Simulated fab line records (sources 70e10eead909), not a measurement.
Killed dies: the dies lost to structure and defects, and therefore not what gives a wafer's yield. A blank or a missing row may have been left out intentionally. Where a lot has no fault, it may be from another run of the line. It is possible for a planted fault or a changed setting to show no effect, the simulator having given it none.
Which tool was responsible? :: flow nand_harc :: 36 wafers from 12 lots sampled at 5 of the route's 1302 steps

== WHAT THE GAUGES READ, wafer by wafer ==
NHARC_P_CONTACT_INSPECT_27.
lot: L286
measured: day 6 05:22
on: defect_inspect-01
raw_defect_count: 646 457 581

lot: L287
measured: day 6 13:22
on: defect_inspect-01
raw_defect_count: 388 270 197

lot: L288
measured: day 6 17:53
on: defect_inspect-02
raw_defect_count: 325 238 345

lot: L289
measured: day 7 12:16
on: defect_inspect-02
raw_defect_count: 390 422 422

lot: L291
measured: day 8 06:56
on: defect_inspect-02
raw_defect_count: 293 241 446

lot: L292
measured: day 8 12:22
on: defect_inspect-02
raw_defect_count: 624 438 232

lot: L294
measured: day 9 06:08
on: defect_inspect-01
raw_defect_count: 285 187 228

lot: L295
measured: day 10 00:00
on: defect_inspect-01
raw_defect_count: 308 289 438

lot: L296
measured: day 10 07:03
on: defect_inspect-02
raw_defect_count: 325 220 676

lot: L301
measured: day 12 02:23
on: defect_inspect-02
raw_defect_count: 253 466 285

lot: L308
measured: day 15 05:40
on: defect_inspect-02
raw_defect_count: 367 169 357

lot: L309
measured: day 15 21:50
on: defect_inspect-02
raw_defect_count: 439 699 339

NHARC_P_M0_CD_MEAS_09: the cd target is 90 nm.
lot: L286
measured: day 6 06:08
on: cd_sem-02
cd_nm (nm): 89.6 89.2 90.9

lot: L287
measured: day 6 14:22
on: cd_sem-02
cd_nm (nm): 88.5 90.5 89.7

lot: L288
measured: day 6 18:40
on: cd_sem-03
cd_nm (nm): 89.1 89.7 89.0

lot: L289
measured: day 7 13:02
on: cd_sem-02
cd_nm (nm): 89.2 90.5 89.7

lot: L291
measured: day 8 07:56
on: cd_sem-01
cd_nm (nm): 89.6 89.8 89.5

lot: L292
measured: day 8 13:16
on: cd_sem-03
cd_nm (nm): 90.0 92.2 90.7

lot: L294
measured: day 9 07:11
on: cd_sem-03
cd_nm (nm): 89.1 89.9 88.8

lot: L295
measured: day 10 00:47
on: cd_sem-03
cd_nm (nm): 88.8 89.2 89.3

lot: L296
measured: day 10 07:50
on: cd_sem-02
cd_nm (nm): 91.3 89.9 89.8

lot: L301
measured: day 12 03:17
on: cd_sem-03
cd_nm (nm): 90.0 90.6 89.6

lot: L308
measured: day 15 06:27
on: cd_sem-01
cd_nm (nm): 90.0 89.8 90.0

lot: L309
measured: day 15 22:37
on: cd_sem-03
cd_nm (nm): 89.3 89.2 89.2

NHARC_P_M1_CD_MEAS_09: the cd target is 130 nm.
lot: L286
measured: day 6 10:22
on: cd_sem-02
cd_nm (nm): 129.5 128.8 129.7

lot: L287
measured: day 6 18:17
on: cd_sem-01
cd_nm (nm): 131.1 129.1 130.4

lot: L288
measured: day 6 22:34
on: cd_sem-03
cd_nm (nm): 129.4 130.1 128.7

lot: L289
measured: day 7 17:11
on: cd_sem-03
cd_nm (nm): 130.1 131.8 130.0

lot: L291
measured: day 8 11:54
on: cd_sem-02
cd_nm (nm): 129.9 131.2 130.9

lot: L292
measured: day 8 17:12
on: cd_sem-01
cd_nm (nm): 130.4 131.1 130.3

lot: L294
measured: day 9 11:14
on: cd_sem-02
cd_nm (nm): 130.9 129.3 129.2

lot: L295
measured: day 10 05:02
on: cd_sem-02
cd_nm (nm): 130.0 129.1 129.7

lot: L296
measured: day 10 11:53
on: cd_sem-03
cd_nm (nm): 130.1 131.5 131.5

lot: L301
measured: day 12 07:20
on: cd_sem-03
cd_nm (nm): 130.7 129.7 129.4

lot: L308
measured: day 15 10:54
on: cd_sem-02
cd_nm (nm): 139.5 139.0 139.6

lot: L309
measured: day 16 02:46
on: cd_sem-01
cd_nm (nm): 138.1 137.9 139.1

NHARC_P_M1_OVL_MEAS_10: pitch 260 nm.
lot: L286
measured: day 6 10:28
on: overlay-01
overlay_x_nm (nm): -0.4 -0.2 -0.6
overlay_y_nm (nm): -0.8 -0.5 -0.4

lot: L287
measured: day 6 18:22
on: overlay-02
overlay_x_nm (nm): -1.1 -0.3 -1.3
overlay_y_nm (nm): -0.2 0.0 -0.3

lot: L288
measured: day 6 22:39
on: overlay-01
overlay_x_nm (nm): 1.8 1.9 1.3
overlay_y_nm (nm): -0.8 -1.3 -0.5

lot: L289
measured: day 7 17:16
on: overlay-01
overlay_x_nm (nm): -2.3 -2.2 -2.0
overlay_y_nm (nm): 1.9 2.2 2.7

lot: L291
measured: day 8 11:59
on: overlay-01
overlay_x_nm (nm): 0.6 1.1 0.8
overlay_y_nm (nm): 0.3 0.3 0.8

lot: L292
measured: day 8 17:18
on: overlay-02
overlay_x_nm (nm): -0.3 0.4 -0.2
overlay_y_nm (nm): 0.0 0.0 0.1

lot: L294
measured: day 9 11:19
on: overlay-02
overlay_x_nm (nm): 0.6 -0.3 0.6
overlay_y_nm (nm): 0.5 0.3 0.2

lot: L295
measured: day 10 05:07
on: overlay-01
overlay_x_nm (nm): -0.8 -0.9 -1.1
overlay_y_nm (nm): -0.4 -0.8 -0.7

lot: L296
measured: day 10 11:58
on: overlay-02
overlay_x_nm (nm): 1.4 0.8 0.4
overlay_y_nm (nm): -0.1 0.3 0.2

lot: L301
measured: day 12 07:26
on: overlay-02
overlay_x_nm (nm): 0.3 0.7 1.0
overlay_y_nm (nm): 1.6 1.2 1.5

lot: L308
measured: day 15 10:59
on: overlay-01
overlay_x_nm (nm): 1.0 0.8 0.7
overlay_y_nm (nm): 0.3 0.3 0.0

lot: L309
measured: day 16 02:50
on: overlay-02
overlay_x_nm (nm): 0.5 0.7 0.6
overlay_y_nm (nm): -0.5 -1.0 -0.2

== WHICH TOOL RAN EACH LOT (tool, then ch and the chambers of the sampled wafers, then the start) ==
lot: L286
NHARC_P_M1_PEB_07: litho_track-04 ch 0, day 6 10:17

lot: L287
NHARC_P_M1_PEB_07: litho_track-04 ch 0, day 6 18:13

lot: L288
NHARC_P_M1_PEB_07: litho_track-06 ch 0, day 6 22:29

lot: L289
NHARC_P_M1_PEB_07: litho_track-04 ch 0, day 7 17:07

lot: L291
NHARC_P_M1_PEB_07: litho_track-04 ch 0, day 8 11:49

lot: L292
NHARC_P_M1_PEB_07: litho_track-04 ch 0, day 8 17:07

lot: L294
NHARC_P_M1_PEB_07: litho_track-01 ch 0, day 9 11:10

lot: L295
NHARC_P_M1_PEB_07: litho_track-06 ch 0, day 10 04:57

lot: L296
NHARC_P_M1_PEB_07: litho_track-01 ch 0, day 10 11:48

lot: L301
NHARC_P_M1_PEB_07: litho_track-06 ch 0, day 12 07:16

lot: L308
NHARC_P_M1_PEB_07: litho_track-04 ch 0, day 15 10:49

lot: L309
NHARC_P_M1_PEB_07: litho_track-04 ch 0, day 16 02:41
- NHARC_P_M1_PEB_07: peb time 65 s.

== WHAT THE TOOLS THEMSELVES READ (means of the sampled wafers that have a number; where no wafer has one, the mark that the record gives instead) ==
NHARC_P_M1_PEB_07.
lot: L286
tool: litho_track-04
chill_plate_temp_C (C): 22.92
heater_power_total_W (W): 156.4
plate_temp_C (C): 100.14

lot: L287
tool: litho_track-04
chill_plate_temp_C (C): 22.93
heater_power_total_W (W): 156.0
plate_temp_C (C): 99.88

lot: L288
tool: litho_track-06
chill_plate_temp_C (C): 23.03
heater_power_total_W (W): 156.8
plate_temp_C (C): 100.09

lot: L289
tool: litho_track-04
chill_plate_temp_C (C): 22.92
heater_power_total_W (W): 156.3
plate_temp_C (C): 100.08

lot: L291
tool: litho_track-04
chill_plate_temp_C (C): 23.07
heater_power_total_W (W): 156.6
plate_temp_C (C): 99.90

lot: L292
tool: litho_track-04
chill_plate_temp_C (C): 23.06
heater_power_total_W (W): 156.5
plate_temp_C (C): 100.06

lot: L294
tool: litho_track-01
chill_plate_temp_C (C): 23.08
heater_power_total_W (W): 156.6
plate_temp_C (C): 100.09

lot: L295
tool: litho_track-06
chill_plate_temp_C (C): 22.96
heater_power_total_W (W): 157.0
plate_temp_C (C): 100.02

lot: L296
tool: litho_track-01
chill_plate_temp_C (C): 22.95
heater_power_total_W (W): 156.3
plate_temp_C (C): 100.06

lot: L301
tool: litho_track-06
chill_plate_temp_C (C): 23.06
heater_power_total_W (W): 156.8
plate_temp_C (C): 99.95

lot: L308
tool: litho_track-04
chill_plate_temp_C (C): 23.08
heater_power_total_W (W): 162.4
plate_temp_C (C): 102.85

lot: L309
tool: litho_track-04
chill_plate_temp_C (C): 22.98
heater_power_total_W (W): 162.7
plate_temp_C (C): 102.76

== THE ANSWER, worked out from the rows above alone ==
Rule: what is usual is taken from the lots themselves. The widest of any qualifying gaps counts: lots, ordered by their means at a reading, are off when they make up no more than a third of the lots, leave a main group of 4 or more, and stand apart from it by 3 or more times the standard deviation of that group's means. A main group whose means are all the same, to the digits that the tables above print for the reading, isn't used. A lot without any number at a reading at which 4 lots or more have one is off too. All remaining lots with rows at the step are treated as sound. Order of review: gauges by route order, followed by the tools' own readings, for which a lot's mean as printed above is used. At the first step where some lot is off, the reading lying furthest off is the one used; lots without a number count as furthest.
Off, at NHARC_P_M1_CD_MEAS_09 on cd_nm: L308, L309. For the main group the mean is 130.1 nm and the standard deviation 0.56.
A tool fits if, at a process step before that reading, it ran every lot that is off, and no sound lot after the first of them. Not tried: the gauges at NHARC_P_M1_CD_MEAS_09; whatever is off there is also off at NHARC_P_M1_PEB_07, on other tools, and gauge error can't account for it. One fits: litho_track-04 at NHARC_P_M1_PEB_07. Its last sound lot is L292 (day 8 17:07), its first lot that is off L308 (day 15 10:49): a fault that began between those two fits.
The tool's own readings at NHARC_P_M1_PEB_07 bear it out: on the lots that are off they differ by more than 5 times the standard deviation of the sound lots' means. heater_power_total_W reads 162.6 W there against 156.5 W on the sound lots; plate_temp_C reads 102.81 C there against 100.03 C on the sound lots.

== WHAT WAS PUT IN BY THE SIMULATOR ==
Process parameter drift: litho_track-04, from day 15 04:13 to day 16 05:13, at NHARC_P_M1_PEB_07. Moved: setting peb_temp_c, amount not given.
Lots struck among those shown: L308, L309. The rule above reached the same finding.
